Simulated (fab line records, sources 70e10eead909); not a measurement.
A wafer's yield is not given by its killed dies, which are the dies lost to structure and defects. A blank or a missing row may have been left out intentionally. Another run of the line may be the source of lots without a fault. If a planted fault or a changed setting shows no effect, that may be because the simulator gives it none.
What tool caused it? :: flow nandHarc :: 42 wafers from 14 lots sampled at 4 of the route's 1302 steps

WHAT THE GAUGES SHOWED, per wafer
NHARC_THIN_TSV_CD_MEAS_37.
lot: L503
measured: day 24 17:01
on: cdSem-02
cdNm (nm): 5001 5000 4997

lot: L502
measured: day 24 18:25
on: cdSem-02
cdNm (nm): 5002 5003 5003

lot: L504
measured: day 25 02:53
on: cdSem-02
cdNm (nm): 5000 5001 5000

lot: L505
measured: day 26 03:51
on: cdSem-01
cdNm (nm): 4999 5004 5005

lot: L507
measured: day 26 00:29
on: cdSem-01
cdNm (nm): 5005 5004 5004

lot: L509
measured: day 27 05:10
on: cdSem-03
cdNm (nm): 4994 4997 5001

lot: L508
measured: day 27 06:22
on: cdSem-02
cdNm (nm): 5002 5000 4996

lot: L517
measured: day 30 07:57
on: cdSem-01
cdNm (nm): 4998 5002 5005

lot: L516
measured: day 30 05:33
on: cdSem-01
cdNm (nm): 4997 4999 4999

lot: L519
measured: day 30 06:26
on: cdSem-02
cdNm (nm): 4995 4997 4996

lot: L521
measured: day 31 16:20
on: cdSem-01
cdNm (nm): 4994 4995 4998

lot: L522
measured: day 32 20:52
on: cdSem-03
cdNm (nm): 4991 4998 4998

lot: L523
measured: day 34 00:40
on: cdSem-03
cdNm (nm): 5005 5003 5002

lot: L524
measured: day 33 15:34
on: cdSem-03
cdNm (nm): 5003 5003 5003

NHARC_END_SORT_01.
lot: L516
measured: day 30 14:56
on: prober-02
killedAtArray: 31 37 47
killedAtOther: 0 0 0
killedAtPeriphery: 4 1 4
killedDies: 35 38 51
killedOpen: 5 1 0
killedShort: 3 0 3

lot: L519
measured: day 30 21:55
on: prober-02
killedAtArray: 117 130 139
killedAtOther: 0 0 0
killedAtPeriphery: 9 5 3
killedDies: 126 135 142
killedOpen: 5 0 0
killedShort: 1 0 0

lot: L521
measured: day 32 02:22
on: prober-02
killedAtArray: 123 126 99
killedAtOther: 4 0 1
killedAtPeriphery: 2 8 4
killedDies: 129 134 104
killedOpen: 4 4 3
killedShort: 1 0 2

WHICH TOOL RAN EACH LOT (tool, then ch and the chambers of the sampled wafers, then the start)
lot: L503
NHARC_A_ONON_D2_DEP_00: pecvdOnon-03 ch 0, day 12 16:37
NHARC_THIN_TSV_DESCUM_35: rieDiel-13 ch 1,2,3, day 24 15:46

lot: L502
NHARC_A_ONON_D2_DEP_00: pecvdOnon-02 ch 0, day 12 17:34
NHARC_THIN_TSV_DESCUM_35: rieDiel-04 ch 1,2,3, day 24 17:08

lot: L504
NHARC_A_ONON_D2_DEP_00: pecvdOnon-03 ch 0, day 13 03:18
NHARC_THIN_TSV_DESCUM_35: rieDiel-12 ch 1,2, day 25 01:36

lot: L505
NHARC_A_ONON_D2_DEP_00: pecvdOnon-02 ch 0, day 13 13:49
NHARC_THIN_TSV_DESCUM_35: rieDiel-13 ch 1,2,3, day 26 02:34

lot: L507
NHARC_A_ONON_D2_DEP_00: pecvdOnon-02 ch 0, day 14 09:52
NHARC_THIN_TSV_DESCUM_35: rieDiel-13 ch 2,3, day 25 23:13

lot: L509
NHARC_A_ONON_D2_DEP_00: pecvdOnon-02 ch 0, day 15 17:42
NHARC_THIN_TSV_DESCUM_35: rieDiel-13 ch 0,1,2, day 27 03:51

lot: L508
NHARC_A_ONON_D2_DEP_00: pecvdOnon-04 ch 0, day 15 18:01
NHARC_THIN_TSV_DESCUM_35: rieDiel-04 ch 0,2,3, day 27 05:06

lot: L517
NHARC_A_ONON_D2_DEP_00: pecvdOnon-03 ch 0, day 18 18:58
NHARC_THIN_TSV_DESCUM_35: rieDiel-04 ch 0,1,2, day 30 06:25

lot: L516
NHARC_A_ONON_D2_DEP_00: pecvdOnon-04 ch 0, day 18 19:09
NHARC_THIN_TSV_DESCUM_35: rieDiel-04 ch 0,1,2, day 30 04:01

lot: L519
NHARC_A_ONON_D2_DEP_00: pecvdOnon-02 ch 0, day 19 03:49
NHARC_THIN_TSV_DESCUM_35: rieDiel-04 ch 0,1,3, day 30 05:09

lot: L521
NHARC_A_ONON_D2_DEP_00: pecvdOnon-02 ch 0, day 20 00:49
NHARC_THIN_TSV_DESCUM_35: rieDiel-13 ch 0,1,3, day 31 14:50

lot: L522
NHARC_A_ONON_D2_DEP_00: pecvdOnon-04 ch 0, day 20 16:59
NHARC_THIN_TSV_DESCUM_35: rieDiel-12 ch 0,1,3, day 32 19:37

lot: L523
NHARC_A_ONON_D2_DEP_00: pecvdOnon-03 ch 0, day 21 23:22
NHARC_THIN_TSV_DESCUM_35: rieDiel-13 ch 0,3, day 33 23:22

lot: L524
NHARC_A_ONON_D2_DEP_00: pecvdOnon-03 ch 0, day 21 23:43
NHARC_THIN_TSV_DESCUM_35: rieDiel-13 ch 2,3, day 33 14:00
- NHARC_A_ONON_D2_DEP_00: target thk 1000 nm.
- NHARC_THIN_TSV_DESCUM_35: chemistry O2, time 3 s.

AS READ BY THE TOOLS THEMSELVES (means over the sampled wafers that have a number; for cases with no such wafer, the mark the record gives instead)
NHARC_A_ONON_D2_DEP_00.
lot: L503
tool: pecvdOnon-03
sih4FlowSccm (sccm): 210.0

lot: L502
tool: pecvdOnon-02
sih4FlowSccm (sccm): 209.8

lot: L504
tool: pecvdOnon-03
sih4FlowSccm (sccm): 210.0

lot: L505
tool: pecvdOnon-02
sih4FlowSccm (sccm): 209.7

lot: L507
tool: pecvdOnon-02
sih4FlowSccm (sccm): 210.1

lot: L509
tool: pecvdOnon-02
sih4FlowSccm (sccm): 209.9

lot: L508
tool: pecvdOnon-04
sih4FlowSccm (sccm): 210.9

lot: L517
tool: pecvdOnon-03
sih4FlowSccm (sccm): 210.9

lot: L516
tool: pecvdOnon-04
sih4FlowSccm (sccm): 210.3

lot: L519
tool: pecvdOnon-02
sih4FlowSccm (sccm): 210.0

lot: L521
tool: pecvdOnon-02
sih4FlowSccm (sccm): 209.7

lot: L522
tool: pecvdOnon-04
sih4FlowSccm (sccm): 210.2

lot: L523
tool: pecvdOnon-03
sih4FlowSccm (sccm): 210.6

lot: L524
tool: pecvdOnon-03
sih4FlowSccm (sccm): 210.0

NHARC_THIN_TSV_DESCUM_35.
lot: L503
tool: rieDiel-13
drypumpMotorCurrentA (A): 5.4
oesProductAu (a.u.): 0.987
rfVppV (V): 58.6
showerheadPlenumPTorr (Torr): 1.92
throttleValvePct (%): 11.313

lot: L502
tool: rieDiel-04
drypumpMotorCurrentA (A): 5.8
oesProductAu (a.u.): 0.991
rfVppV (V): 58.0
showerheadPlenumPTorr (Torr): 1.92
throttleValvePct (%): 11.313

lot: L504
tool: rieDiel-12
drypumpMotorCurrentA (A): 5.1
oesProductAu (a.u.): 0.991
rfVppV (V): 58.2
showerheadPlenumPTorr (Torr): 1.86
throttleValvePct (%): 11.320

lot: L505
tool: rieDiel-13
drypumpMotorCurrentA (A): 5.4
oesProductAu (a.u.): 0.995
rfVppV (V): 57.7
showerheadPlenumPTorr (Torr): 1.92
throttleValvePct (%): 11.317

lot: L507
tool: rieDiel-13
drypumpMotorCurrentA (A): 5.2
oesProductAu (a.u.): 0.995
rfVppV (V): 58.2
showerheadPlenumPTorr (Torr): 1.86
throttleValvePct (%): 11.322

lot: L509
tool: rieDiel-13
drypumpMotorCurrentA (A): 5.8
oesProductAu (a.u.): 0.993
rfVppV (V): 57.9
showerheadPlenumPTorr (Torr): 1.88
throttleValvePct (%): 11.314

lot: L508
tool: rieDiel-04
drypumpMotorCurrentA (A): 6.1
oesProductAu (a.u.): 0.997
rfVppV (V): 58.0
showerheadPlenumPTorr (Torr): 1.92
throttleValvePct (%): 11.328

lot: L517
tool: rieDiel-04
drypumpMotorCurrentA (A): 5.5
oesProductAu (a.u.): 0.999
rfVppV (V): 57.7
showerheadPlenumPTorr (Torr): 1.89
throttleValvePct (%): 11.313

lot: L516
tool: rieDiel-04
drypumpMotorCurrentA (A): 5.5
oesProductAu (a.u.): 0.999
rfVppV (V): 58.0
showerheadPlenumPTorr (Torr): 1.89
throttleValvePct (%): 11.312

lot: L519
tool: rieDiel-04
drypumpMotorCurrentA (A): 5.8
oesProductAu (a.u.): 1.000
rfVppV (V): 58.7
showerheadPlenumPTorr (Torr): 1.93
throttleValvePct (%): 11.308

lot: L521
tool: rieDiel-13
drypumpMotorCurrentA (A): 5.8
oesProductAu (a.u.): 0.991
rfVppV (V): 57.6
showerheadPlenumPTorr (Torr): 1.93
throttleValvePct (%): 11.310

lot: L522
tool: rieDiel-12
drypumpMotorCurrentA (A): 5.3
oesProductAu (a.u.): 0.996
rfVppV (V): 57.9
showerheadPlenumPTorr (Torr): 1.98
throttleValvePct (%): 11.324

lot: L523
tool: rieDiel-13
drypumpMotorCurrentA (A): 5.7
oesProductAu (a.u.): 1.002
rfVppV (V): 57.2
showerheadPlenumPTorr (Torr): 1.93
throttleValvePct (%): 11.303

lot: L524
tool: rieDiel-13
drypumpMotorCurrentA (A): 5.3
oesProductAu (a.u.): 0.998
rfVppV (V): 57.1
showerheadPlenumPTorr (Torr): 1.91
throttleValvePct (%): 11.318

THE ANSWER, worked out from the rows above alone
Rule: the lots themselves supply what counts as usual. The widest of any qualifying gaps counts: lots, ordered by their means at a reading, are off when they make up no more than a third of the lots, leave a main group of 4 or more, and stand apart from it by 3 or more times the standard deviation of that group's means. The tables above print the reading to a certain number of digits; a main group whose means all agree to those digits is not used. A lot without any number at a reading at which 4 lots or more have one is off too. All remaining lots with rows at the step are treated as sound. First the gauges in route order, then the tools' own readings, where a lot's mean is used as printed above. The first step at which some lot is off is used, and at that step the reading that is off furthest; a lot without a number counts as furthest.
Nothing can be told from this: no lot is off at any reading shown.

WHAT THE SIMULATOR HAD PUT IN
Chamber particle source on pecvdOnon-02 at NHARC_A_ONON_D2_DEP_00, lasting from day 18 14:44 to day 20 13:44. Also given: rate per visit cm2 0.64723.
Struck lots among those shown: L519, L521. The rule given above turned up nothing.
